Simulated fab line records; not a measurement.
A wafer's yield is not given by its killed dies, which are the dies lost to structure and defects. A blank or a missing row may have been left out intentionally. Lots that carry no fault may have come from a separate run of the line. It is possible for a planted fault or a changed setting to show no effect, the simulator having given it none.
Comparing a struck lot with a sound one :: flow n5_finfet :: 39 steps out of a route of 1938
Sound: these wafers, L173.2, L173.3, L173.5. Struck: wafer L182.6. (L182.3, L182.4 of the same lot were not struck and are left out.) The cause comes at the end.
For every step that has rows: the tool of each side, followed by ch and its chambers, followed by its first start. Under that, the readings that differ: sound wafers :: struck wafers :: difference of the means :: sigmas: that difference in standard deviations of wafers without a fault.
alike: readings whose means differ by less than 2 such deviations, and words and numbers that are the same on both sides. not compared: withheld readings, readings that some wafer has no value for, bounds like >300 that may hide the same value, and numbers for which the record gives no deviation and whose values overlap.
A row with sigmas, a row that says differs or no value, or rows on one side alone: a step with any of these is where the two part. When numbers do not overlap yet have no deviation, they are printed without sigmas and do not part them. Lack of a reading on every wafer of one side parts them only where that side has two or more wafers.

first, 11 steps without rows for these wafers: N5_BEOL_M0_CUTY_STRIP_64 (strips in N2/H2); N5_BEOL_M0_ETCH_138 (etches SiCN in CH3F/O2, target depth 12 nm, time 31.6 s); N5_BEOL_M0_HM_OPEN_105 (chemistry Cl2/BCl3, target TiN, target depth 12 nm); N5_BEOL_M0_STRIP_140 (strips in CF4); N5_BEOL_M0_STRIP_104 (strips in N2/H2); N5_BEOL_M0_WET_ETCH_106 (etches SiO2 in DHF, target depth 130 nm, rinse time 30 s); N5_BEOL_M0_ETCH_128 (etches SiCN in CF4/N2, target depth 12 nm, overetch 5.1 nm, time 21.4 s); N5_BEOL_M0_TRENCH_ETCH_107 (etches SiOC in C4F6/O2, target depth 32.8 nm, time 16.4 s); N5_BEOL_M0_STRIP_142 (strips in N2/H2, time 10 s); N5_BEOL_M0_HM_STRIP_129 (strips TiN in peroxide tin strip, target depth 17 nm, time 108 s); N5_BEOL_M0_SRD_130 (time 30 s).
N5_BEOL_M0_ETCH_109: etches SiCN in CH3F/O2, target depth 8 nm, overetch 2.4 nm, time 27.4 s.
  sound on rie_diel-04 ch 0,1,2, day 6 01:55; struck on rie_diel-04 ch 0, day 8 17:19
reading: model.etch.depth_nm (nm)
sound: 8.14 8.397 8.232
struck: 6.37
difference: -1.89
sigmas: 

reading: model.SiOC_of_BEOL_M0_SAQP_ILD_DEP_01.thk_nm (nm)
sound: 43.2 42.8 43.2
struck: 44.4
difference: +1.3
sigmas: 
  alike: drypump_motor_current_A, oes_product_au, rf_vpp_V, showerhead_plenum_p_Torr, throttle_valve_pct
  not compared: rf_hours_counter_h
then, 16 steps without rows for these wafers: N5_BEOL_M0_STRIP_139 (strips in post etch residue remover, time 60 s); N5_BEOL_M0_SRD_111 (time 30 s); N5_BEOL_M0_DEGAS_112 (time 60 s); N5_BEOL_M0_PRE_CLEAN_113 (time 30 s); N5_BEOL_M0_ALD_136 (deposits TaN, pulse time 2 s, purge time 3 s, co reactant purge time 2 s); N5_BEOL_M0_SURFACE_TREAT_137; N5_BEOL_M0_CVD_115 (deposits Co from CCTBA/H2, time 120 s); N5_BEOL_M0_SPUTTER_116 (material Cu, target thk 4 nm, time 7.37 s); N5_BEOL_M0_ANNEAL_117 (time 60 s); N5_BEOL_M0_SPUTTER_132 (material Cu, target thk 4 nm, time 7.37 s); N5_BEOL_M0_ANNEAL_133 (time 60 s); N5_BEOL_M0_SPUTTER_134 (material Cu, target thk 4 nm, time 7.37 s); N5_BEOL_M0_ANNEAL_135 (time 60 s); N5_BEOL_M0_SPUTTER_141 (material Cu, target thk 4 nm, time 7.37 s); N5_BEOL_M0_ECD_118 (material Cu, target thk 300 nm); N5_BEOL_M0_ANNEAL_119 (time 90 s).
N5_BEOL_M0_CMP_120: polishes, stops on SiOC, t overpolish 6.9 s.
  sound on cmp-01 ch 0,1, day 6 05:46; struck on cmp-04 ch 2, day 8 20:39
reading: model.SiOC_of_BEOL_M0_SAQP_ILD_DEP_01.thk_nm (nm)
sound: 40.2 39.8 40.2
struck: 41.4
difference: +1.3
sigmas: 
  alike: barrier_field_endpoint_s, motor_current_A, overpolish_run_s, time_to_endpoint_s
then, 8 steps without rows for these wafers: N5_BEOL_M0_PRE_CLEAN_131 (time 15 s); N5_BEOL_M0_CO_CAP_123 (material Co, precursor CCTBA/H2, target thk 2 nm, time 102.1 s); N5_BEOL_M0_PRE_CLEAN_124 (time 15 s); N5_BEOL_M0_DEP_125 (deposits SiCN from 3MS/NH3, target thk 8 nm, time 14 s); N5_BEOL_M1_ILD_DEP_00 (deposits SiOC from DEMS/O2, target thk 79 nm, time 15.3 s); N5_BEOL_M1_PECVD_72 (deposits SiO2 from TEOS/O2, target thk 16 nm, time 18 s); N5_BEOL_M1_HM_DEP_02 (deposits TiN, target thk 20 nm); N5_BEOL_M1_COAT_61 (time 60 s, resist thk 60 nm).
N5_BEOL_M4_RC_MEAS_101:
  the record has rows for the sound wafers here (prober-02 ch 0, day 7 22:41) and none for the struck ones
-- here the record skips 6 days between the struck wafers' starts before and after, leaving off in module BEOL_M4 and picking up in module PASSIVATION (first step shown: number 1936 of the route) --
N5_PASSIVATION_PROBE_49:
  sound on prober-01 at day 12 16:58; struck on prober-01 at day 15 03:34
reading: defect_limited_yield (%)
sound: 89.2 88.1 90.3
struck: 0
difference: -89
sigmas: -64

reading: killed_at_M0_to_M3
sound: 50 54 32
struck: 1117
difference: +1072
sigmas: +99 or more

reading: killed_at_contacts
sound: 17 25 26
struck: 8
difference: -15
sigmas: -2

reading: killed_at_other
sound: 1 2 0
struck: 8
difference: +7
sigmas: +3

reading: killed_dies
sound: 127 140 115
struck: 1180
difference: +1053
sigmas: +66

reading: killed_on_rim
sound: 21 16 12
struck: 152
difference: +136
sigmas: +33

reading: killed_open
sound: 85 99 81
struck: 60
difference: -28
sigmas: -2

reading: sort_bin_5_function (%)
sound: 6.3 7.2 6.0
struck: 97.1
difference: +90.6
sigmas: +99 or more

reading: sort_bin_6_memory (%)
sound: 3.9 4.2 3.5
struck: 2.3
difference: -1.6
sigmas: -2

reading: sort_n_pass
sound: 1053 1040 1065
struck: 0
difference: -1053
sigmas: -62

reading: sort_yield_pct (%)
sound: 89.2 88.1 90.3
struck: 0
difference: -89
sigmas: -59
  alike: killed_at_M4_up, killed_at_front_end, killed_short

== WHERE THEY PART ==
Last at N5_PASSIVATION_PROBE_49 as far as this record goes, first at N5_BEOL_M4_RC_MEAS_101.

WHY: the cause the simulator had injected
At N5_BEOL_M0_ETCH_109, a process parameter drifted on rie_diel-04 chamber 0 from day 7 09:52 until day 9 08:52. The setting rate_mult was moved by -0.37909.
